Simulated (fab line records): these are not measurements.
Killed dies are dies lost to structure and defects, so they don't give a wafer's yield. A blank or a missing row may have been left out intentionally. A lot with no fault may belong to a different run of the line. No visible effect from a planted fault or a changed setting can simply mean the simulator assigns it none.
What tool caused it? / flow nand harc / 72 wafers from 24 lots sampled at 6 of the route's 1302 steps

== WHAT THE GAUGES READ, wafer by wafer ==
Not one reading of a measure or inspect step in the record can be checked against a usual standard deviation.

== WHAT TOOL EACH LOT RAN ON (gives the tool, then ch and the chambers of the sampled wafers, and finally the start) ==
lot=L076; NHARC_A_CONTACT_ETCH_121=har cap etch-03 ch 0,1, day 22 05:43; NHARC_A_CONTACT_DEP_58=pecvd-03 ch 1,2, day 22 11:46; NHARC_A_CONTACT_ETCH_126=har cap etch-03 ch 0,1, day 22 14:31; NHARC_A_CONTACT_ETCH_132=har cap etch-03 ch 0,1, day 22 15:35; NHARC_A_CONTACT_ETCH_137=har cap etch-02 ch 0,1, day 23 01:17; NHARC_A_CONTACT_CMP_20=cmp-04 ch 0,1,2, day 23 05:15
lot=L075; NHARC_A_CONTACT_ETCH_121=har cap etch-02 ch 0,1, day 22 05:43; NHARC_A_CONTACT_DEP_58=pecvd-03 ch 0,1,2, day 22 14:02; NHARC_A_CONTACT_ETCH_126=har cap etch-02 ch 0,1, day 22 16:50; NHARC_A_CONTACT_ETCH_132=har cap etch-02 ch 0,1, day 22 17:54; NHARC_A_CONTACT_ETCH_137=har cap etch-03 ch 0,1, day 23 02:34; NHARC_A_CONTACT_CMP_20=cmp-01 ch 0,3, day 23 06:01
lot=L077; NHARC_A_CONTACT_ETCH_121=har cap etch-02 ch 0,1, day 22 10:24; NHARC_A_CONTACT_DEP_58=pecvd-01 ch 1,2, day 22 17:10; NHARC_A_CONTACT_ETCH_126=har cap etch-03 ch 0,1, day 22 20:02; NHARC_A_CONTACT_ETCH_132=har cap etch-03 ch 0,1, day 22 21:06; NHARC_A_CONTACT_ETCH_137=har cap etch-03 ch 0,1, day 23 08:19; NHARC_A_CONTACT_CMP_20=cmp-04 ch 0,1,3, day 23 11:38
lot=L074; NHARC_A_CONTACT_ETCH_121=har cap etch-01 ch 0,1, day 22 15:53; NHARC_A_CONTACT_DEP_58=pecvd-01 ch 0,1,2, day 23 00:48; NHARC_A_CONTACT_ETCH_126=har cap etch-01 ch 0,1, day 23 03:37; NHARC_A_CONTACT_ETCH_132=har cap etch-01 ch 0,1, day 23 04:40; NHARC_A_CONTACT_ETCH_137=har cap etch-03 ch 0,1, day 23 13:32; NHARC_A_CONTACT_CMP_20=cmp-01 ch 0,2,3, day 23 17:02
lot=L078; NHARC_A_CONTACT_ETCH_121=har cap etch-01 ch 0,1, day 23 00:15; NHARC_A_CONTACT_DEP_58=pecvd-03 ch 0,1,2, day 23 11:14; NHARC_A_CONTACT_ETCH_126=har cap etch-02 ch 0,1, day 23 14:20; NHARC_A_CONTACT_ETCH_132=har cap etch-02 ch 0,1, day 23 15:24; NHARC_A_CONTACT_ETCH_137=har cap etch-02 ch 0,1, day 23 22:03; NHARC_A_CONTACT_CMP_20=cmp-02 ch 0,1,2, day 24 01:26
lot=L079; NHARC_A_CONTACT_ETCH_121=har cap etch-02 ch 0,1, day 23 09:22; NHARC_A_CONTACT_DEP_58=pecvd-03 ch 0,2, day 23 16:44; NHARC_A_CONTACT_ETCH_126=har cap etch-01 ch 0,1, day 23 19:31; NHARC_A_CONTACT_ETCH_132=har cap etch-01 ch 0,1, day 23 20:34; NHARC_A_CONTACT_ETCH_137=har cap etch-03 ch 0,1, day 24 05:23; NHARC_A_CONTACT_CMP_20=cmp-02 ch 1,2,3, day 24 08:41
lot=L080; NHARC_A_CONTACT_ETCH_121=har cap etch-01 ch 0,1, day 23 10:14; NHARC_A_CONTACT_DEP_58=pecvd-03 ch 1,2, day 23 17:10; NHARC_A_CONTACT_ETCH_126=har cap etch-03 ch 0,1, day 23 20:30; NHARC_A_CONTACT_ETCH_132=har cap etch-03 ch 0,1, day 23 21:34; NHARC_A_CONTACT_ETCH_137=har cap etch-02 ch 0,1, day 24 05:53; NHARC_A_CONTACT_CMP_20=cmp-01 ch 0,1, day 24 09:28
lot=L081; NHARC_A_CONTACT_ETCH_121=har cap etch-01 ch 0,1, day 24 05:47; NHARC_A_CONTACT_DEP_58=pecvd-03 ch 0,1,2, day 24 12:08; NHARC_A_CONTACT_ETCH_126=har cap etch-02 ch 0,1, day 24 14:58; NHARC_A_CONTACT_ETCH_132=har cap etch-02 ch 0,1, day 24 16:02; NHARC_A_CONTACT_ETCH_137=har cap etch-01 ch 0,1, day 24 22:55; NHARC_A_CONTACT_CMP_20=cmp-02 ch 0,2,3, day 25 02:22
lot=L082; NHARC_A_CONTACT_ETCH_121=har cap etch-03 ch 0,1, day 24 15:37; NHARC_A_CONTACT_DEP_58=pecvd-04 ch 1,2, day 24 21:28; NHARC_A_CONTACT_ETCH_126=har cap etch-03 ch 0, day 25 00:30; NHARC_A_CONTACT_ETCH_132=har cap etch-03 ch 0, day 25 01:33; NHARC_A_CONTACT_ETCH_137=har cap etch-01 ch 1, day 25 08:18; NHARC_A_CONTACT_CMP_20=cmp-01 ch 0,1, day 25 11:38
lot=L083; NHARC_A_CONTACT_ETCH_121=har cap etch-02 ch 0,1, day 25 04:23; NHARC_A_CONTACT_DEP_58=pecvd-01 ch 0,1,2, day 25 10:08; NHARC_A_CONTACT_ETCH_126=har cap etch-03 ch 0,1, day 25 12:59; NHARC_A_CONTACT_ETCH_132=har cap etch-03 ch 0,1, day 25 14:02; NHARC_A_CONTACT_ETCH_137=har cap etch-03 ch 0,1, day 25 21:55; NHARC_A_CONTACT_CMP_20=cmp-01 ch 1,2,3, day 26 01:32
lot=L084; NHARC_A_CONTACT_ETCH_121=har cap etch-02 ch 0,1, day 25 16:03; NHARC_A_CONTACT_DEP_58=pecvd-04 ch 0,1,2, day 25 22:07; NHARC_A_CONTACT_ETCH_126=har cap etch-01 ch 0,1, day 26 00:56; NHARC_A_CONTACT_ETCH_132=har cap etch-01 ch 0,1, day 26 02:00; NHARC_A_CONTACT_ETCH_137=har cap etch-02 ch 0,1, day 26 09:41; NHARC_A_CONTACT_CMP_20=cmp-02 ch 0,2,3, day 26 14:46
lot=L086; NHARC_A_CONTACT_ETCH_121=har cap etch-01 ch 0,1, day 25 16:17; NHARC_A_CONTACT_DEP_58=pecvd-04 ch 0,1, day 25 23:10; NHARC_A_CONTACT_ETCH_126=har cap etch-03 ch 0,1, day 26 02:17; NHARC_A_CONTACT_ETCH_132=har cap etch-03 ch 0,1, day 26 03:42; NHARC_A_CONTACT_ETCH_137=har cap etch-03 ch 0,1, day 26 11:14; NHARC_A_CONTACT_CMP_20=cmp-04 ch 1,2, day 26 15:37
lot=L085; NHARC_A_CONTACT_ETCH_121=har cap etch-02 ch 0,1, day 26 00:16; NHARC_A_CONTACT_DEP_58=pecvd-03 ch 0,1,2, day 26 06:40; NHARC_A_CONTACT_ETCH_126=har cap etch-01 ch 0,1, day 26 09:34; NHARC_A_CONTACT_ETCH_132=har cap etch-01 ch 0,1, day 26 10:37; NHARC_A_CONTACT_ETCH_137=har cap etch-02 ch 0,1, day 26 18:32; NHARC_A_CONTACT_CMP_20=cmp-01 ch 0,1,3, day 26 21:48
lot=L087; NHARC_A_CONTACT_ETCH_121=har cap etch-01 ch 0,1, day 26 12:56; NHARC_A_CONTACT_DEP_58=pecvd-04 ch 0,1,2, day 26 19:41; NHARC_A_CONTACT_ETCH_126=har cap etch-03 ch 0,1, day 26 22:32; NHARC_A_CONTACT_ETCH_132=har cap etch-03 ch 0,1, day 26 23:36; NHARC_A_CONTACT_ETCH_137=har cap etch-01 ch 0,1, day 27 07:53; NHARC_A_CONTACT_CMP_20=cmp-02 ch 0,3, day 27 11:38
lot=L089; NHARC_A_CONTACT_ETCH_121=har cap etch-02 ch 0,1, day 27 11:42; NHARC_A_CONTACT_DEP_58=pecvd-03 ch 0,2, day 27 17:25; NHARC_A_CONTACT_ETCH_126=har cap etch-02 ch 0,1, day 27 21:37; NHARC_A_CONTACT_ETCH_132=har cap etch-02 ch 0,1, day 27 22:41; NHARC_A_CONTACT_ETCH_137=har cap etch-03 ch 0,1, day 28 07:55; NHARC_A_CONTACT_CMP_20=cmp-02 ch 0,1,3, day 28 11:23
lot=L088; NHARC_A_CONTACT_ETCH_121=har cap etch-03 ch 0,1, day 27 12:44; NHARC_A_CONTACT_DEP_58=pecvd-01 ch 1,2, day 27 18:33; NHARC_A_CONTACT_ETCH_126=har cap etch-01 ch 0,1, day 27 21:28; NHARC_A_CONTACT_ETCH_132=har cap etch-01 ch 0,1, day 27 22:32; NHARC_A_CONTACT_ETCH_137=har cap etch-02 ch 0,1, day 28 06:01; NHARC_A_CONTACT_CMP_20=cmp-04 ch 0,1,2, day 28 09:23
lot=L091; NHARC_A_CONTACT_ETCH_121=har cap etch-03 ch 0,1, day 28 02:19; NHARC_A_CONTACT_DEP_58=pecvd-04 ch 1,2, day 28 10:37; NHARC_A_CONTACT_ETCH_126=har cap etch-01 ch 0,1, day 28 13:38; NHARC_A_CONTACT_ETCH_132=har cap etch-01 ch 0,1, day 28 14:41; NHARC_A_CONTACT_ETCH_137=har cap etch-02 ch 0,1, day 28 22:40; NHARC_A_CONTACT_CMP_20=cmp-04 ch 1,2,3, day 29 02:19
lot=L090; NHARC_A_CONTACT_ETCH_121=har cap etch-01 ch 0,1, day 28 03:09; NHARC_A_CONTACT_DEP_58=pecvd-01 ch 0,2, day 28 11:30; NHARC_A_CONTACT_ETCH_126=har cap etch-02 ch 0,1, day 28 14:20; NHARC_A_CONTACT_ETCH_132=har cap etch-02 ch 0,1, day 28 15:23; NHARC_A_CONTACT_ETCH_137=har cap etch-03 ch 0,1, day 28 23:50; NHARC_A_CONTACT_CMP_20=cmp-04 ch 0,1,2, day 29 03:28
lot=L092; NHARC_A_CONTACT_ETCH_121=har cap etch-03 ch 1, day 28 21:33; NHARC_A_CONTACT_DEP_58=pecvd-03 ch 0,2, day 29 04:30; NHARC_A_CONTACT_ETCH_126=har cap etch-02 ch 0,1, day 29 07:22; NHARC_A_CONTACT_ETCH_132=har cap etch-02 ch 0,1, day 29 08:47; NHARC_A_CONTACT_ETCH_137=har cap etch-03 ch 0,1, day 29 15:29; NHARC_A_CONTACT_CMP_20=cmp-04 ch 0,2, day 29 18:51
lot=L093; NHARC_A_CONTACT_ETCH_121=har cap etch-01 ch 0,1, day 28 23:54; NHARC_A_CONTACT_DEP_58=pecvd-03 ch 0,1,2, day 29 12:00; NHARC_A_CONTACT_ETCH_126=har cap etch-01 ch 0,1, day 29 14:48; NHARC_A_CONTACT_ETCH_132=har cap etch-01 ch 0,1, day 29 15:52; NHARC_A_CONTACT_ETCH_137=har cap etch-02 ch 0,1, day 29 22:53; NHARC_A_CONTACT_CMP_20=cmp-04 ch 1,2, day 30 02:05
lot=L094; NHARC_A_CONTACT_ETCH_121=har cap etch-03 ch 0,1, day 30 02:42; NHARC_A_CONTACT_DEP_58=pecvd-01 ch 0,1,2, day 30 08:26; NHARC_A_CONTACT_ETCH_126=har cap etch-03 ch 0,1, day 30 11:38; NHARC_A_CONTACT_ETCH_132=har cap etch-03 ch 0,1, day 30 12:42; NHARC_A_CONTACT_ETCH_137=har cap etch-03 ch 0,1, day 30 19:23; NHARC_A_CONTACT_CMP_20=cmp-02 ch 0,1,3, day 30 22:45
lot=L095; NHARC_A_CONTACT_ETCH_121=har cap etch-01 ch 0,1, day 30 04:44; NHARC_A_CONTACT_DEP_58=pecvd-01 ch 1,2, day 30 10:51; NHARC_A_CONTACT_ETCH_126=har cap etch-01 ch 0,1, day 30 13:40; NHARC_A_CONTACT_ETCH_132=har cap etch-01 ch 0,1, day 30 14:44; NHARC_A_CONTACT_ETCH_137=har cap etch-01 ch 0,1, day 30 21:14; NHARC_A_CONTACT_CMP_20=cmp-04 ch 0,2,3, day 31 00:35
lot=L096; NHARC_A_CONTACT_ETCH_121=har cap etch-02 ch 1, day 30 09:26; NHARC_A_CONTACT_DEP_58=pecvd-04 ch 0,1,2, day 30 15:31; NHARC_A_CONTACT_ETCH_126=har cap etch-02 ch 0,1, day 30 18:20; NHARC_A_CONTACT_ETCH_132=har cap etch-02 ch 0,1, day 30 19:25; NHARC_A_CONTACT_ETCH_137=har cap etch-01 ch 0,1, day 31 06:38; NHARC_A_CONTACT_CMP_20=cmp-02 ch 0,3, day 31 09:56
lot=L097; NHARC_A_CONTACT_ETCH_121=har cap etch-03 ch 0,1, day 31 02:55; NHARC_A_CONTACT_DEP_58=pecvd-01 ch 1,2, day 31 09:09; NHARC_A_CONTACT_ETCH_126=har cap etch-03 ch 0,1, day 31 11:55; NHARC_A_CONTACT_ETCH_132=har cap etch-03 ch 0,1, day 31 12:58; NHARC_A_CONTACT_ETCH_137=har cap etch-03 ch 0,1, day 31 21:07; NHARC_A_CONTACT_CMP_20=cmp-02 ch 0,2,3, day 32 00:22
- NHARC_A_CONTACT_ETCH_121: etches the open film in C4F8/O2/Ar, time 190 s, target depth 1850 nm.
- NHARC_A_CONTACT_DEP_58: deposits SiON, target thk 90 nm.
- NHARC_A_CONTACT_ETCH_126: etches the open film in C4F8/O2/Ar, time 197 s, target depth 1918 nm.
- NHARC_A_CONTACT_ETCH_132: etches the open film in C4F8/O2/Ar, time 197 s, target depth 1924 nm.
- NHARC_A_CONTACT_ETCH_137: etches the open film in C4F8/O2/Ar, time 311 s, target depth 1912 nm.
- NHARC_A_CONTACT_CMP_20: polishes, t overpolish 30 s, target thk 300 nm.

== AS READ BY THE TOOLS THEMSELVES (means over the sampled wafers that have a number; for cases with no such wafer, the mark the record gives instead) ==
NHARC_A_CONTACT_ETCH_121. Usual: oes air line au at 1.000 a.u., with a standard deviation of 0.017.
lot=L076; tool=har cap etch-03; oes air line au (a.u.)=1.004; flag=
lot=L075; tool=har cap etch-02; oes air line au (a.u.)=1.006; flag=
lot=L077; tool=har cap etch-02; oes air line au (a.u.)=1.018; flag=
lot=L074; tool=har cap etch-01; oes air line au (a.u.)=0.993; flag=
lot=L078; tool=har cap etch-01; oes air line au (a.u.)=1.003; flag=
lot=L079; tool=har cap etch-02; oes air line au (a.u.)=0.992; flag=
lot=L080; tool=har cap etch-01; oes air line au (a.u.)=0.978; flag=
lot=L081; tool=har cap etch-01; oes air line au (a.u.)=0.993; flag=
lot=L082; tool=har cap etch-03; oes air line au (a.u.)=1.013; flag=
lot=L083; tool=har cap etch-02; oes air line au (a.u.)=1.006; flag=
lot=L084; tool=har cap etch-02; oes air line au (a.u.)=1.000; flag=
lot=L086; tool=har cap etch-01; oes air line au (a.u.)=0.987; flag=
lot=L085; tool=har cap etch-02; oes air line au (a.u.)=1.004; flag=
lot=L087; tool=har cap etch-01; oes air line au (a.u.)=0.997; flag=
lot=L089; tool=har cap etch-02; oes air line au (a.u.)=1.009; flag=
lot=L088; tool=har cap etch-03; oes air line au (a.u.)=1.018; flag=
lot=L091; tool=har cap etch-03; oes air line au (a.u.)=1.006; flag=
lot=L090; tool=har cap etch-01; oes air line au (a.u.)=0.992; flag=
lot=L092; tool=har cap etch-03; oes air line au (a.u.)=0.985; flag=
lot=L093; tool=har cap etch-01; oes air line au (a.u.)=0.993; flag=
lot=L094; tool=har cap etch-03; oes air line au (a.u.)=0.993; flag=
lot=L095; tool=har cap etch-01; oes air line au (a.u.)=0.990; flag=
lot=L096; tool=har cap etch-02; oes air line au (a.u.)=1.018; flag=
lot=L097; tool=har cap etch-03; oes air line au (a.u.)=0.998; flag=

NHARC_A_CONTACT_DEP_58. Usual: heater power w at 792 W, with a standard deviation of 74.
lot=L076; tool=pecvd-03; heater power w (W)=853; flag=
lot=L075; tool=pecvd-03; heater power w (W)=804; flag=
lot=L077; tool=pecvd-01; heater power w (W)=767; flag=
lot=L074; tool=pecvd-01; heater power w (W)=847; flag=
lot=L078; tool=pecvd-03; heater power w (W)=799; flag=
lot=L079; tool=pecvd-03; heater power w (W)=713; flag=
lot=L080; tool=pecvd-03; heater power w (W)=842; flag=
lot=L081; tool=pecvd-03; heater power w (W)=785; flag=
lot=L082; tool=pecvd-04; heater power w (W)=796; flag=
lot=L083; tool=pecvd-01; heater power w (W)=843; flag=
lot=L084; tool=pecvd-04; heater power w (W)=752; flag=
lot=L086; tool=pecvd-04; heater power w (W)=776; flag=
lot=L085; tool=pecvd-03; heater power w (W)=767; flag=
lot=L087; tool=pecvd-04; heater power w (W)=706; flag=
lot=L089; tool=pecvd-03; heater power w (W)=748; flag=
lot=L088; tool=pecvd-01; heater power w (W)=837; flag=
lot=L091; tool=pecvd-04; heater power w (W)=734; flag=
lot=L090; tool=pecvd-01; heater power w (W)=859; flag=
lot=L092; tool=pecvd-03; heater power w (W)=709; flag=
lot=L093; tool=pecvd-03; heater power w (W)=819; flag=
lot=L094; tool=pecvd-01; heater power w (W)=793; flag=
lot=L095; tool=pecvd-01; heater power w (W)=843; flag=
lot=L096; tool=pecvd-04; heater power w (W)=720; flag=
lot=L097; tool=pecvd-01; heater power w (W)=812; flag=

NHARC_A_CONTACT_ETCH_126. Usual: oes air line au at 0.998 a.u., with a standard deviation of 0.021.
lot=L076; tool=har cap etch-03; oes air line au (a.u.)=1.004; flag=
lot=L075; tool=har cap etch-02; oes air line au (a.u.)=0.996; flag=
lot=L077; tool=har cap etch-03; oes air line au (a.u.)=0.990; flag=
lot=L074; tool=har cap etch-01; oes air line au (a.u.)=1.017; flag=
lot=L078; tool=har cap etch-02; oes air line au (a.u.)=0.998; flag=
lot=L079; tool=har cap etch-01; oes air line au (a.u.)=1.030; flag=
lot=L080; tool=har cap etch-03; oes air line au (a.u.)=0.979; flag=
lot=L081; tool=har cap etch-02; oes air line au (a.u.)=0.986; flag=
lot=L082; tool=har cap etch-03; oes air line au (a.u.)=0.993; flag=
lot=L083; tool=har cap etch-03; oes air line au (a.u.)=1.007; flag=
lot=L084; tool=har cap etch-01; oes air line au (a.u.)=0.993; flag=
lot=L086; tool=har cap etch-03; oes air line au (a.u.)=0.984; flag=
lot=L085; tool=har cap etch-01; oes air line au (a.u.)=0.988; flag=
lot=L087; tool=har cap etch-03; oes air line au (a.u.)=0.992; flag=
lot=L089; tool=har cap etch-02; oes air line au (a.u.)=0.995; flag=
lot=L088; tool=har cap etch-01; oes air line au (a.u.)=1.003; flag=
lot=L091; tool=har cap etch-01; oes air line au (a.u.)=0.992; flag=
lot=L090; tool=har cap etch-02; oes air line au (a.u.)=1.020; flag=
lot=L092; tool=har cap etch-02; oes air line au (a.u.)=1.020; flag=
lot=L093; tool=har cap etch-01; oes air line au (a.u.)=0.985; flag=
lot=L094; tool=har cap etch-03; oes air line au (a.u.)=0.979; flag=
lot=L095; tool=har cap etch-01; oes air line au (a.u.)=0.994; flag=
lot=L096; tool=har cap etch-02; oes air line au (a.u.)=0.986; flag=
lot=L097; tool=har cap etch-03; oes air line au (a.u.)=0.993; flag=

NHARC_A_CONTACT_ETCH_132. Usual: oes air line au at 1.004 a.u., with a standard deviation of 0.018.
lot=L076; tool=har cap etch-03; oes air line au (a.u.)=1.005; flag=
lot=L075; tool=har cap etch-02; oes air line au (a.u.)=1.011; flag=
lot=L077; tool=har cap etch-03; oes air line au (a.u.)=1.008; flag=
lot=L074; tool=har cap etch-01; oes air line au (a.u.)=1.017; flag=
lot=L078; tool=har cap etch-02; oes air line au (a.u.)=1.010; flag=
lot=L079; tool=har cap etch-01; oes air line au (a.u.)=0.995; flag=
lot=L080; tool=har cap etch-03; oes air line au (a.u.)=0.999; flag=
lot=L081; tool=har cap etch-02; oes air line au (a.u.)=0.995; flag=
lot=L082; tool=har cap etch-03; oes air line au (a.u.)=1.003; flag=
lot=L083; tool=har cap etch-03; oes air line au (a.u.)=1.028; flag=
lot=L084; tool=har cap etch-01; oes air line au (a.u.)=1.016; flag=
lot=L086; tool=har cap etch-03; oes air line au (a.u.)=1.004; flag=
lot=L085; tool=har cap etch-01; oes air line au (a.u.)=1.025; flag=
lot=L087; tool=har cap etch-03; oes air line au (a.u.)=1.018; flag=
lot=L089; tool=har cap etch-02; oes air line au (a.u.)=1.005; flag=
lot=L088; tool=har cap etch-01; oes air line au (a.u.)=1.013; flag=
lot=L091; tool=har cap etch-01; oes air line au (a.u.)=0.997; flag=
lot=L090; tool=har cap etch-02; oes air line au (a.u.)=0.987; flag=
lot=L092; tool=har cap etch-02; oes air line au (a.u.)=1.018; flag=
lot=L093; tool=har cap etch-01; oes air line au (a.u.)=1.014; flag=
lot=L094; tool=har cap etch-03; oes air line au (a.u.)=1.003; flag=
lot=L095; tool=har cap etch-01; oes air line au (a.u.)=1.000; flag=
lot=L096; tool=har cap etch-02; oes air line au (a.u.)=0.986; flag=
lot=L097; tool=har cap etch-03; oes air line au (a.u.)=1.002; flag=

NHARC_A_CONTACT_ETCH_137. Usual: oes air line au at 1.001 a.u., with a standard deviation of 0.019.
lot=L076; tool=har cap etch-02; oes air line au (a.u.)=0.985; flag=
lot=L075; tool=har cap etch-03; oes air line au (a.u.)=0.986; flag=
lot=L077; tool=har cap etch-03; oes air line au (a.u.)=1.010; flag=
lot=L074; tool=har cap etch-03; oes air line au (a.u.)=0.990; flag=
lot=L078; tool=har cap etch-02; oes air line au (a.u.)=1.005; flag=
lot=L079; tool=har cap etch-03; oes air line au (a.u.)=1.020; flag=
lot=L080; tool=har cap etch-02; oes air line au (a.u.)=0.996; flag=
lot=L081; tool=har cap etch-01; oes air line au (a.u.)=0.992; flag=
lot=L082; tool=har cap etch-01; oes air line au (a.u.)=0.973; flag=
lot=L083; tool=har cap etch-03; oes air line au (a.u.)=1.012; flag=
lot=L084; tool=har cap etch-02; oes air line au (a.u.)=0.999; flag=
lot=L086; tool=har cap etch-03; oes air line au (a.u.)=1.018; flag=
lot=L085; tool=har cap etch-02; oes air line au (a.u.)=1.001; flag=
lot=L087; tool=har cap etch-01; oes air line au (a.u.)=0.998; flag=
lot=L089; tool=har cap etch-03; oes air line au (a.u.)=1.003; flag=
lot=L088; tool=har cap etch-02; oes air line au (a.u.)=1.027; flag=
lot=L091; tool=har cap etch-02; oes air line au (a.u.)=1.003; flag=
lot=L090; tool=har cap etch-03; oes air line au (a.u.)=1.031; flag=
lot=L092; tool=har cap etch-03; oes air line au (a.u.)=1.009; flag=
lot=L093; tool=har cap etch-02; oes air line au (a.u.)=0.997; flag=
lot=L094; tool=har cap etch-03; oes air line au (a.u.)=1.002; flag=
lot=L095; tool=har cap etch-01; oes air line au (a.u.)=1.011; flag=
lot=L096; tool=har cap etch-01; oes air line au (a.u.)=0.999; flag=
lot=L097; tool=har cap etch-03; oes air line au (a.u.)=0.978; flag=

NHARC_A_CONTACT_CMP_20. Usual: motor current A 12.0 A, standard deviation 1.1; overpolish run s 29.999 s, standard deviation 0.0094; time to endpoint s 61 s, standard deviation 3.3.
lot=L076; tool=cmp-04; motor current A (A)=11.6; overpolish run s (s)=30.004; time to endpoint s (s)=62; flag=
lot=L075; tool=cmp-01; motor current A (A)=12.7; overpolish run s (s)=30.004; time to endpoint s (s)=59; flag=
lot=L077; tool=cmp-04; motor current A (A)=12.0; overpolish run s (s)=30.006; time to endpoint s (s)=60; flag=
lot=L074; tool=cmp-01; motor current A (A)=11.2; overpolish run s (s)=30.003; time to endpoint s (s)=61; flag=
lot=L078; tool=cmp-02; motor current A (A)=12.2; overpolish run s (s)=29.997; time to endpoint s (s)=62; flag=
lot=L079; tool=cmp-02; motor current A (A)=12.8; overpolish run s (s)=30.003; time to endpoint s (s)=62; flag=
lot=L080; tool=cmp-01; motor current A (A)=12.1; overpolish run s (s)=29.993; time to endpoint s (s)=61; flag=
lot=L081; tool=cmp-02; motor current A (A)=12.1; overpolish run s (s)=29.992; time to endpoint s (s)=64; flag=
lot=L082; tool=cmp-01; motor current A (A)=12.6; overpolish run s (s)=30.009; time to endpoint s (s)=62; flag=
lot=L083; tool=cmp-01; motor current A (A)=11.0; overpolish run s (s)=30.001; time to endpoint s (s)=59; flag=
lot=L084; tool=cmp-02; motor current A (A)=11.8; overpolish run s (s)=29.999; time to endpoint s (s)=65; flag=
lot=L086; tool=cmp-04; motor current A (A)=12.3; overpolish run s (s)=29.993; time to endpoint s (s)=62; flag=
lot=L085; tool=cmp-01; motor current A (A)=11.7; overpolish run s (s)=30.001; time to endpoint s (s)=61; flag=
lot=L087; tool=cmp-02; motor current A (A)=12.4; overpolish run s (s)=29.994; time to endpoint s (s)=63; flag=
lot=L089; tool=cmp-02; motor current A (A)=12.4; overpolish run s (s)=29.998; time to endpoint s (s)=61; flag=
lot=L088; tool=cmp-04; motor current A (A)=12.0; overpolish run s (s)=29.985; time to endpoint s (s)=62; flag=
lot=L091; tool=cmp-04; motor current A (A)=11.9; overpolish run s (s)=29.993; time to endpoint s (s)=58; flag=
lot=L090; tool=cmp-04; motor current A (A)=11.6; overpolish run s (s)=30.004; time to endpoint s (s)=58; flag=
lot=L092; tool=cmp-04; motor current A (A)=11.5; overpolish run s (s)=30.002; time to endpoint s (s)=62; flag=
lot=L093; tool=cmp-04; motor current A (A)=12.8; overpolish run s (s)=29.985; time to endpoint s (s)=56; flag=
lot=L094; tool=cmp-02; motor current A (A)=12.4; overpolish run s (s)=30.007; time to endpoint s (s)=61; flag=
lot=L095; tool=cmp-04; motor current A (A)=11.6; overpolish run s (s)=29.998; time to endpoint s (s)=64; flag=
lot=L096; tool=cmp-02; motor current A (A)=11.3; overpolish run s (s)=29.998; time to endpoint s (s)=58; flag=
lot=L097; tool=cmp-02; motor current A (A)=11.9; overpolish run s (s)=30.002; time to endpoint s (s)=59; flag=

== THE ANSWER, worked out from the rows above alone ==
Rule: lot off if the mean of its wafers having a number is beyond 3 standard deviations from the usual mean. Also off: a lot with no number at a reading for which 4 or more lots have one. All remaining lots with rows at the step are treated as sound. After the gauges, taken in route order, come the tools' own readings; for these a lot's mean is taken, as printed above. The first step at which some lot is off is used, and at that step the reading that is off furthest; a lot without a number counts as furthest.
No lot is off on any of the readings shown, so nothing can be concluded from this.

== WHAT THE SIMULATOR PUT IN ==
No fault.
